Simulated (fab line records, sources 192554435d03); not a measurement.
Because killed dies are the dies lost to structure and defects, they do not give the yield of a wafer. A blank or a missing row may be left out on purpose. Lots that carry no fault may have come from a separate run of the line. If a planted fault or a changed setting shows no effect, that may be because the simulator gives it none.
fab line records    flow n5-finfet
record lots=6  wafers=16  last-day=18
route steps=1938 shown BEOL_M15@1775 PASSIVATION@1936
lots that met no fault: taken from a fault-free run of the same line
start-h: hours from the record's first day to the start of the lot's first wafer shown    wait-h: hours elapsed since this lot's preceding step    " identical to the entry in the row above    L1.1+2: a single row standing in for several wafers    - either no value or no given start    * or withheld: withheld    < > ~ a bound
route shown NAME@n: NAME is a module with steps in the file, n the number in the route of the first one    usual: mean/standard deviation of fault-free wafers    same: alike in all rows    chamber/n: place in a boat    sites: the reading at each site    _std_site: standard deviation of those values    _edge_site: mean of outer sites minus mean of inner sites    radius-mm: for every site, how far away it sits from the centre of the wafer    mask NAME#n: copy n    behind: the tool/chamber that last shaped the wafer    hold: what put the lot on hold/how long, in hours/how the hold closed    device: whichever transistor did not switch (one of n, p or np)    end of line: the tests these same wafers got at the end of their route    where a step has no rows: the recipe by itself    killed: dies that structure and defects cost at the first sort, which is not the same as the wafer's yield    map: shows each die of a wafer: x if killed, . if not, _ if none is there
set.NAME: the run value of the setting; set.NAME@STEP: its run value at that earlier step    model.NAME: the simulator's own value behind a step, which no gauge read
lots at some steps of the route; a table a step, a row a wafer
services: when a tool's chamber went out of use (start-h, in hours from the record's first day, below 0 if earlier), for how many hours, and the reason
## steps
# step N5_BEOL_M15_COAT_58
# recipe resist=BARC  temp-c=205  time-s=60  spin-rpm=1500  resist-thk-nm=89
# step N5_BEOL_M15_COAT_04
# recipe spin-rpm=1704  resist-thk-nm=800
# step N5_BEOL_M15_EBR_06
# recipe solvent=PGMEA  ebr-width-mm=1.5
# step N5_BEOL_M15_SOFTBAKE_05
# recipe temp-c=130  time-s=60
# step N5_BEOL_M15_EXPOSE_07
# recipe mask-id=V14  na=0.8  source-shape=annular  sigma-inner=0.5  sigma-outer=0.8  polarization=unpolarized  attpsm-phase-deg=180  dose-mj=41.25
# step N5_BEOL_M15_PEB_08
# recipe peb-temp-c=130  peb-time-s=90
# step N5_BEOL_M15_DEVELOP_09
# recipe develop-time-s=45  rinse-liquid=diw  dry=air-spin  dev-temp-c=21
# step N5_BEOL_M15_HARDBAKE_14
# recipe temp-c=130  time-s=120
# step N5_BEOL_M15_CD_MEAS_10
# recipe target-cd-nm=360  landing-energy-ev=500  detector=se-inlens  polarity=opening
# usual cd-nm=360.6/2
lot.wafer  tool       chamber  start-h  wait-h  cd-nm
L640.3     cd-sem-02  0        297.00   -       359.9
L640.4     "          0        "        "       355.9
L640.6     "          0        "        "       359.2
L638.1     cd-sem-02  0        300.75   -       363.5
L638.4     "          0        "        "       362.3
L638.6     "          0        "        "       361.0
L643.4     cd-sem-03  0        313.16   -       363.8
L643.6     "          0        "        "       363.8
L645.1     cd-sem-01  0        322.77   -       358.3
L645.6     "          0        "        "       359.8
L656.2     cd-sem-02  0        393.22   -       360.8
L656.4     "          0        "        "       363.1
L656.6     "          0        "        "       362.3
L658.3     cd-sem-01  0        397.47   -       360.4
L658.5     "          0        "        "       358.3
L658.6     "          0        "        "       361.2
# step N5_BEOL_M15_OVL_MEAS_11
# recipe points-per-wafer=44
# usual V14_OVL=1/6.7
lot.wafer  tool        chamber  start-h  wait-h  V14_OVL[nm]
L640.3     overlay-01  0        297.03   0.0     -4
L640.4     "           0        "        "       -16
L640.6     "           0        "        "       -17
L638.1     overlay-01  0        300.78   0.0     -2
L638.4     "           0        "        "       2
L638.6     "           0        "        "       5
L643.4     overlay-01  0        313.19   0.0     -2
L643.6     "           0        "        "       -2
L645.1     overlay-01  0        322.80   0.0     -3
L645.6     "           0        "        "       1
L656.2     overlay-02  0        393.25   0.0     -8
L656.4     "           0        "        "       -5
L656.6     "           0        "        "       -5
L658.3     overlay-01  0        397.50   0.0     -6
L658.5     "           0        "        "       2
L658.6     "           0        "        "       -12
# step N5_BEOL_M15_INSPECT_12
# recipe mode=adi  inspect-instrument=macro
# usual raw-defect-count=2.3/1.6
lot.wafer  tool               chamber  start-h  wait-h  raw-defect-count
L640.3     defect-inspect-01  -        297.06   0.0     0
L640.4     "                  -        "        "       0
L640.6     "                  -        "        "       3
L638.1     defect-inspect-02  -        300.80   0.0     2
L638.4     "                  -        "        "       1
L638.6     "                  -        "        "       3
L643.4     defect-inspect-01  -        313.22   0.0     4
L643.6     "                  -        "        "       0
L645.1     defect-inspect-01  -        322.82   0.0     2
L645.6     "                  -        "        "       1
L656.2     defect-inspect-01  -        393.27   0.0     2
L656.4     "                  -        "        "       4
L656.6     "                  -        "        "       7
L658.3     defect-inspect-01  -        397.53   0.0     2
L658.5     "                  -        "        "       2
L658.6     "                  -        "        "       2
# step N5_BEOL_M15_DESCUM_15
# recipe chemistry=O2  time-s=7.9  source-power-w=50  bias-power-w=20  pressure-mtorr=20  rf-frequency-hz=2.712e+07  temp-c=40  o2-flow-sccm=225
# usual drypump-motor-current-A=5.6/0.34  oes-product-au=0.77/0.073  rf-vpp-V=243.2/1.4  showerhead-plenum-p-Torr=2.10/0.065  throttle-valve-pct=20.43/0.26
lot.wafer  tool         chamber  start-h  wait-h  drypump-motor-current-A  oes-product-au  rf-hours-counter-h  rf-vpp-V  showerhead-plenum-p-Torr  throttle-valve-pct
L640.3     rie-diel-04  0        297.12   0.1     5.7                      0.77            137                 244.3     2.12                      20.68
L640.4     "            1        "        "       5.6                      0.83            97                  240.9     2.06                      20.43
L640.6     "            2        "        "       6.0                      0.68            -                   241.0     1.97                      20.53
L638.1     rie-diel-04  3        300.84   0.0     5.0                      0.75            158                 244.1     2.08                      20.01
L638.4     "            1        "        "       5.7                      0.83            99                  242.5     2.06                      20.45
L638.6     "            0        "        "       5.7                      0.77            -                   244.2     2.12                      20.67
L643.4     rie-diel-04  3        313.26   0.0     5.0                      0.74            -                   242.2     2.08                      20.00
L643.6     "            1        "        "       5.7                      0.82            -                   240.6     2.05                      20.46
L645.1     rie-diel-04  0        322.86   0.0     5.7                      0.76            149                 242.6     2.12                      20.71
L645.6     "            1        "        "       5.6                      0.82            -                   242.6     2.05                      20.46
L656.2     rie-diel-03  1        393.31   0.0     5.3                      0.75            169                 243.4     2.08                      20.24
L656.4     "            0        "        "       5.7                      0.78            114                 243.8     2.18                      20.68
L656.6     "            2        "        "       5.7                      0.71            -                   244.5     2.14                      20.76
L658.3     rie-diel-04  3        397.56   0.0     5.0                      0.72            191                 243.8     2.07                      20.06
L658.5     "            3        "        "       5.0                      0.72            -                   243.5     2.07                      20.05
L658.6     "            2        "        "       6.1                      0.90            -                   247.5     2.23                      20.22
# step N5_BEOL_M15_ETCH_59
# recipe chemistry=N2/H2  target=BARC  target-depth-a=890  overetch-a=267  time-s=67.9  ion-energy-ev=200  pressure-mtorr=30  source-w=840  bias-w=150  n2-flow-sccm=200  h2-flow-sccm=200
# usual drypump-motor-current-A=5.7/0.34  n2-flow-sccm=200.1/0.58  oes-product-au=0.66/0.058  rf-vpp-V=523.8/2.4  showerhead-plenum-p-Torr=2.54/0.085  throttle-valve-pct=17.82/0.23
lot.wafer  tool         chamber  start-h  wait-h  drypump-motor-current-A  n2-flow-sccm  oes-product-au  rf-hours-counter-h  rf-vpp-V  showerhead-plenum-p-Torr  throttle-valve-pct  model.coat_of_BEOL_M15_COAT_04.thk-nm
L640.3     rie-diel-04  0        297.15   0.0     5.7                      200.1         0.65            137                 524.5     2.52                      17.76               716
L640.4     "            1        "        "       5.7                      200.1         0.70            97                  520.9     2.45                      17.57               712.6
L640.6     "            2        "        "       6.0                      200.0         0.59            -                   519.4     2.41                      18.15               720.6
L638.1     rie-diel-04  3        300.87   0.0     5.0                      200.1         0.64            158                 523.9     2.55                      17.59               717
L638.4     "            1        "        "       5.7                      199.8         0.70            99                  522.6     2.45                      17.58               712.8
L638.6     "            0        "        "       5.7                      199.7         0.64            -                   524.7     2.52                      17.75               715.8
L643.4     rie-diel-04  3        313.31   0.0     5.1                      200.0         0.64            -                   523.3     2.54                      17.60               730.4
L643.6     "            1        "        "       5.7                      200.6         0.70            -                   521.0     2.45                      17.57               729
L645.1     rie-diel-04  0        322.89   0.0     5.7                      200.1         0.65            149                 524.4     2.52                      17.77               720
L645.6     "            1        "        "       5.7                      200.6         0.69            -                   522.0     2.44                      17.58               732.2
L656.2     rie-diel-03  1        393.34   0.0     5.4                      200.5         0.64            169                 524.0     2.52                      17.70               720.4
L656.4     "            0        "        "       5.7                      200.7         0.67            114                 527.4     2.66                      18.18               718
L656.6     "            2        "        "       5.6                      200.5         0.61            -                   526.8     2.61                      18.20               718.6
L658.3     rie-diel-04  3        397.59   0.0     5.1                      199.6         0.63            191                 524.5     2.53                      17.64               720.2
L658.5     "            3        "        "       5.0                      200.0         0.63            -                   522.7     2.53                      17.65               718.8
L658.6     "            2        "        "       6.0                      199.5         0.76            -                   528.5     2.72                      17.79               720.4
# step N5_BEOL_M15_VIA_ETCH_16
# recipe chemistry=C4F8/O2/Ar  target=SiO2  he-inner-torr=15  he-outer-torr=30  target-depth-a=17922  time-s=withheld  ion-energy-ev=800  pressure-mtorr=20  source-w=1905  bias-w=2040  Ar_flow_sccm=400  C4F8_flow_sccm=16  O2_flow_sccm=12  ends=cleared
# usual drypump-motor-current-A=5.7/0.34  he-outer-torr=29.99/0.061  oes_ar_750_au=0.78/0.071  oes-product-au=0.70/0.065  rf-vpp-V=2236/59  showerhead-plenum-p-Torr=3.44/0.11  throttle-valve-pct=30.8/0.38
lot.wafer  tool         chamber  start-h  wait-h  drypump-motor-current-A  he-outer-torr  oes_ar_750_au  oes-product-au  rf-vpp-V  showerhead-plenum-p-Torr  throttle-valve-pct
L640.3     rie-diel-04  0        297.20   0.0     5.7                      29.96          0.77           0.68            2128      3.42                      30.7
L640.4     "            1        "        "       5.7                      29.89          0.85           0.76            2252      3.34                      30.6
L640.6     "            2        "        "       6.0                      30.06          0.68           0.61            2189      3.24                      30.7
L638.1     rie-diel-04  3        300.92   0.0     5.0                      30.03          0.75           0.68            2292      3.41                      30.2
L638.4     "            1        "        "       5.7                      29.94          0.84           0.75            2251      3.34                      30.6
L638.6     "            0        "        "       5.7                      30.00          0.76           0.69            2128      3.42                      30.8
L643.4     rie-diel-04  3        313.46   0.1     5.0                      30.05          0.74           0.67            2293      3.41                      30.2
L643.6     "            1        "        "       5.7                      30.03          0.84           0.75            2251      3.33                      30.6
L645.1     rie-diel-04  0        322.94   0.0     5.7                      29.93          0.76           0.68            2130      3.41                      30.7
L645.6     "            1        "        "       5.7                      29.99          0.83           0.74            2250      3.33                      30.7
L656.2     rie-diel-03  1        393.39   0.0     5.4                      30.01          0.75           0.67            2241      3.47                      31.0
L656.4     "            0        "        "       5.7                      29.98          0.80           0.71            2304      3.58                      31.2
L656.6     "            2        "        "       5.7                      29.94          0.72           0.64            2289      3.58                      31.6
L658.3     rie-diel-04  3        397.64   0.0     5.0                      29.94          0.72           0.66            2291      3.39                      30.2
L658.5     "            3        "        "       5.1                      29.91          0.72           0.66            2293      3.39                      30.2
L658.6     "            2        "        "       6.0                      30.00          0.91           0.82            2223      3.62                      30.6
# step N5_PASSIVATION_PROBE_49
# usual defect-limited-yield=91.6/1.4  killed_at_M0_to_M3=32/9.5  killed_at_M4_up=13/6  killed-at-contacts=12/5.6  killed-at-front-end=39/11  killed-at-other=2.8/2.3  killed-dies=99/16  killed-open=65/12  killed-short=32/7.6  sort_bin_4_leakage=0.1/0.88  sort_bin_5_function=4.8/0.88  sort_bin_6_memory=3.2/0.65  sort_bin_8_speed=0.2/2  sort-n-pass=1077/29  sort-yield-pct=91.2/2.5
# same gross-dies=1180  killed-at-back-side=0
lot.wafer  tool       chamber  start-h  wait-h  defect-limited-yield[%]  killed_at_M0_to_M3  killed_at_M4_up  killed-at-contacts  killed-at-front-end  killed-at-other  killed-dies  killed-open  killed-short  sort_bin_4_leakage[%]  sort_bin_5_function[%]  sort_bin_6_memory[%]  sort_bin_8_speed[%]  sort-n-pass  sort-yield-pct[%]
L640.3     prober-01  -        318.39   0.1     91.7                     24                  8                22                  41                   3                98           53           42            0                      4.7                     3.2                   14.8                 907          76.9
L640.4     prober-01  -        318.44   0.2     93.0                     19                  3                19                  38                   4                83           57           25            0                      4.2                     2.7                   0                    1097         93.0
L640.6     prober-01  -        318.54   0.3     94.2                     11                  11               4                   38                   4                68           41           23            0                      3.1                     2.5                   0.6                  1105         93.6
L638.1     prober-02  -        319.85   0.0     92.8                     21                  14               13                  31                   6                85           62           23            0.1                    4.1                     2.9                   0                    1094         92.7
L638.4     prober-02  -        320.00   0.2     90.9                     29                  11               13                  52                   2                107          71           36            0                      4.8                     3.7                   0                    1073         90.9
L638.6     prober-02  -        320.10   0.3     92.7                     22                  5                13                  41                   5                86           62           24            0                      4.2                     2.9                   0                    1094         92.7
L643.4     prober-02  -        333.73   0.2     93.2                     17                  12               15                  34                   2                80           48           32            0                      4.2                     2.4                   0                    1100         93.2
L643.6     prober-02  -        333.83   0.3     93.1                     31                  14               13                  18                   6                82           56           25            0                      4.4                     2.4                   0                    1098         93.1
L645.1     prober-02  -        343.49   0.0     89.7                     39                  8                10                  61                   3                121          88           33            0                      5.5                     4.6                   0                    1059         89.7
L645.6     prober-02  -        343.74   0.3     92.0                     30                  8                3                   49                   4                94           66           28            0                      4.4                     3.4                   0                    1086         92.0
L656.2     prober-02  -        411.91   0.1     95.0                     23                  8                5                   23                   0                59           46           12            0                      3.2                     1.7                   0                    1121         95.0
L656.4     prober-02  -        412.01   0.2     93.1                     24                  13               13                  30                   1                81           56           23            0                      3.7                     3.1                   0                    1099         93.1
L656.6     prober-02  -        412.11   0.3     92.9                     19                  8                8                   48                   1                84           57           25            0                      3.7                     3.1                   18.6                 877          74.3
L658.3     prober-02  -        423.03   0.1     89.9                     37                  9                15                  52                   6                119          68           49            0                      5.3                     4.2                   0                    1061         89.9
L658.5     prober-02  -        423.13   0.2     91.4                     37                  11               2                   42                   9                101          61           35            0                      4.7                     3.1                   0                    1079         91.4
L658.6     prober-02  -        423.18   0.3     91.9                     28                  11               10                  39                   8                96           64           32            0                      5.1                     2.6                   0                    1084         91.9
# killed by level:class
L640.3 MOL_CONTACT_COAG:geometric-particle:open=16 BEOL_M0_SAQP:geometric-particle:open=10 GATE_CUT:geometric-particle:short=9 FIN_SAQP:geometric-particle:short=7 MOL_CONTACT_COAG:geometric-particle:short=6 FIN_SAQP:geometric-particle:open=5 BEOL_M0_SAQP:geometric-particle:short=4 STI_FIN_REVEAL:geometric-particle:open=3
L640.4 MOL_CONTACT_COAG:geometric-particle:open=16 FIN_SAQP:geometric-particle:open=9 BEOL_M3:geometric-particle:open=6 GATE_CUT:geometric-particle:short=5 FIN_CUT:geometric-particle:short=4 GATE_CUT:geometric-particle:open=4 BEOL_M0_SAQP:geometric-particle:short=4 MOL_CONTACT_COAG:geometric-particle:short=3
L640.6 STI_FIN_REVEAL:geometric-particle:open=9 FIN_SAQP:geometric-particle:short=8 FIN_SAQP:geometric-particle:open=8 BEOL_M4:geometric-particle:open=5 GATE_CUT:geometric-particle:short=4 MOL_CONTACT_COAG:geometric-particle:open=4 STARTING-WAFER:geometric-particle:short=3 BEOL_M0_SAQP:geometric-particle:open=2
L638.1 MOL_CONTACT_COAG:geometric-particle:open=12 FIN_SAQP:geometric-particle:open=7 FIN_SAQP:geometric-particle:short=6 BEOL_M4:geometric-particle:open=6 BEOL_M2:geometric-particle:open=5 STI_FIN_REVEAL:geometric-particle:open=3 DUMMY_GATE:geometric-particle:open=3 GATE_CUT:geometric-particle:short=3
L638.4 STI_FIN_REVEAL:geometric-particle:open=16 FIN_SAQP:geometric-particle:open=13 MOL_CONTACT_COAG:geometric-particle:open=11 BEOL_M0_SAQP:geometric-particle:open=9 BEOL_M0_SAQP:geometric-particle:short=9 FIN_SAQP:geometric-particle:short=7 STI_FIN_REVEAL:geometric-particle:short=7 BEOL_M2:geometric-particle:open=5
L638.6 FIN_SAQP:geometric-particle:open=14 STI_FIN_REVEAL:geometric-particle:open=11 MOL_CONTACT_COAG:geometric-particle:open=9 STI_FIN_REVEAL:geometric-particle:short=4 BEOL_M2:geometric-particle:open=4 MOL_CONTACT_COAG:geometric-particle:short=4 BEOL_M0_SAQP:geometric-particle:short=4 BEOL_M0_SAQP:geometric-particle:open=4
L643.4 MOL_CONTACT_COAG:geometric-particle:open=13 FIN_SAQP:geometric-particle:short=9 FIN_SAQP:geometric-particle:open=7 BEOL_M4:geometric-particle:open=6 BEOL_M2:geometric-particle:short=5 BEOL_M0_SAQP:geometric-particle:open=4 BEOL_M3:geometric-particle:open=4 BEOL_M4:geometric-particle:short=4
L643.6 MOL_CONTACT_COAG:geometric-particle:open=10 BEOL_M3:geometric-particle:open=10 BEOL_M0_SAQP:geometric-particle:short=8 BEOL_M0_SAQP:geometric-particle:open=7 FIN_SAQP:geometric-particle:open=4 ILD0:geometric-particle:open=4 MOL_CONTACT_COAG:geometric-particle:short=3 BEOL_M2:geometric-particle:open=3
L645.1 STI_FIN_REVEAL:geometric-particle:open=23 FIN_SAQP:geometric-particle:open=16 BEOL_M2:geometric-particle:open=10 BEOL_M1:geometric-particle:open=9 MOL_CONTACT_COAG:geometric-particle:open=8 BEOL_M0_SAQP:geometric-particle:short=8 FIN_SAQP:geometric-particle:short=6 STI_FIN_REVEAL:geometric-particle:short=5
L645.6 FIN_SAQP:geometric-particle:open=15 DUMMY_GATE:geometric-particle:open=9 BEOL_M1:geometric-particle:open=8 BEOL_M2:geometric-particle:open=8 FIN_SAQP:geometric-particle:short=5 STI_FIN_REVEAL:geometric-particle:open=5 BEOL_M0_SAQP:geometric-particle:open=5 ILD0:geometric-particle:short=4
L656.2 FIN_SAQP:geometric-particle:open=6 DUMMY_GATE:geometric-particle:open=6 BEOL_M0_SAQP:geometric-particle:open=6 MOL_CONTACT_COAG:geometric-particle:open=5 GATE_CUT:geometric-particle:open=4 BEOL_M1:geometric-particle:open=4 BEOL_M0_SAQP:geometric-particle:short=3 BEOL_M3:geometric-particle:open=3
L656.4 MOL_CONTACT_COAG:geometric-particle:open=11 FIN_SAQP:geometric-particle:open=8 STI_FIN_REVEAL:geometric-particle:open=7 BEOL_M2:geometric-particle:open=7 BEOL_M0_SAQP:geometric-particle:short=6 GATE_CUT:geometric-particle:short=5 BEOL_M3:geometric-particle:open=5 BEOL_M4:geometric-particle:open=5
L656.6 STI_FIN_REVEAL:geometric-particle:open=12 MOL_CONTACT_COAG:geometric-particle:open=7 FIN_SAQP:geometric-particle:open=6 BEOL_M1:geometric-particle:open=6 STARTING-WAFER:geometric-particle:short=5 DUMMY_GATE:geometric-particle:short=5 STARTING-WAFER:geometric-particle:open=5 GATE_CUT:geometric-particle:open=4
L658.3 BEOL_M0_SAQP:geometric-particle:short=15 BEOL_M0_SAQP:geometric-particle:open=11 MOL_CONTACT_COAG:geometric-particle:open=10 FIN_SAQP:geometric-particle:open=9 STI_FIN_REVEAL:geometric-particle:open=9 FIN_SAQP:geometric-particle:short=8 BEOL_M2:geometric-particle:open=7 GATE_CUT:geometric-particle:short=6
L658.5 FIN_SAQP:geometric-particle:short=9 FIN_SAQP:geometric-particle:open=8 BEOL_M1:geometric-particle:open=8 STI_FIN_REVEAL:geometric-particle:open=6 BEOL_M0_SAQP:geometric-particle:open=5 BEOL_M0:geometric-particle:open=5 BEOL_M2:geometric-particle:open=5 BEOL_M4:geometric-particle:open=5
L658.6 MOL_CONTACT_COAG:geometric-particle:open=8 BEOL_M4:geometric-particle:open=8 STI_FIN_REVEAL:geometric-particle:open=7 BEOL_M0_SAQP:geometric-particle:short=7 FIN_SAQP:geometric-particle:short=6 BEOL_M3:geometric-particle:open=6 DUMMY_GATE:geometric-particle:open=4 BEOL_M0:geometric-particle:open=4
## services
tool         chamber  start-h  hours  kind
rie-diel-04  0        289.58   7.4    repair
rie-diel-03  3        292.15   -      clean
rie-diel-03  3        292.15   -      consumable-replace:focus-ring
rie-diel-03  3        292.15   28.0   scheduled-down
rie-diel-03  3        292.15   28.0   vent-cycle
rie-diel-04  2        306.17   5.3    repair
rie-diel-04  2        311.66   -      clean
rie-diel-04  2        311.66   -      consumable-replace:focus-ring
rie-diel-04  2        311.66   -      consumable-replace:showerhead
rie-diel-04  2        311.66   12.8   scheduled-down
rie-diel-04  2        311.66   12.8   vent-cycle
rie-diel-03  2        342.53   6.8    repair
rie-diel-04  0        344.79   4.5    repair
## key
first-sign none at tools or gauges
model-effect step=N5_BEOL_M15_ETCH_59  value=coat_of_BEOL_M15_COAT_04.thk-nm  without=718.1  struck=730.5
met-at N5_BEOL_M15_ETCH_59
struck-wafers L643.4,L643.6,L645.6
onset-between 300.87 313.31
fault kind=process-parameter-drift  tool=rie-diel-04  chamber=-  onset-h=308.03  steps=N5_BEOL_M15_ETCH_59  channel=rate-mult  offset=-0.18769  shape=step  end-h=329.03  scope=struck-wafers-only
